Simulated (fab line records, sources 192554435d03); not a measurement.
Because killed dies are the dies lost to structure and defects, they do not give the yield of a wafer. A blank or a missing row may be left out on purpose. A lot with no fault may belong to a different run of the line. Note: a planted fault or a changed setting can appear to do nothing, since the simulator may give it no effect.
Chamber matching + flow n5 finfet + ald metal-01 running N5_BEOL_M1_ALD_84: 4 sister chambers
The step deposits TaN, pulse time 2 s, purge time 3 s, co reactant purge time 2 s. 4 wafers are shown with their chamber, then 8 later ones without.

== WAFERS, EACH WITH ITS CHAMBER ==
| wafer  | chamber | heater power w (W) |
|--------|---------|--------------------|
| L080.1 | 2       | 468                |
| L091.3 | 3       | 447                |
| L091.4 | 0       | 407                |
| L092.1 | 1       | 349                |

== WAFERS MISSING THEIR CHAMBER ==
| wafer  | heater power w (W) |
|--------|--------------------|
| L092.2 | 466                |
| L092.5 | 461                |
| L093.2 | 344                |
| L093.4 | 463                |
| L093.6 | 410                |
| L096.1 | 351                |
| L096.2 | 461                |
| L096.3 | 455                |

== CHAMBER TAKEN BY EACH ==
| wafer  | from the rows above     | in truth |
|--------|-------------------------|----------|
| L092.2 | 2                       | 2        |
| L092.5 | can't be placed: 2 or 3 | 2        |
| L093.2 | 1                       | 1        |
| L093.4 | 2                       | 2        |
| L093.6 | 0                       | 0        |
| L096.1 | 1                       | 1        |
| L096.2 | can't be placed: 2 or 3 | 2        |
| L096.3 | can't be placed: 3 or 2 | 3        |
Placed correctly: 5 of 8. Can't be placed from these rows: 3 (the true chamber is among the candidates in 3). Number placed wrongly: 0.
How it was worked out, from the rows above alone: a wafer's distance from a chamber is the root of the sum, over the readings, of the square of ((its reading less the chamber's mean) divided by the reading's scatter). If the next closest chamber is less than 2 further off than the closest, the wafer can't be placed; otherwise it belongs to the closest. A chamber's mean is the mean of its shown wafers. The scatter: root of mean squared gap, hidden wafer to nearest shown wafer, with one shown wafer a chamber.
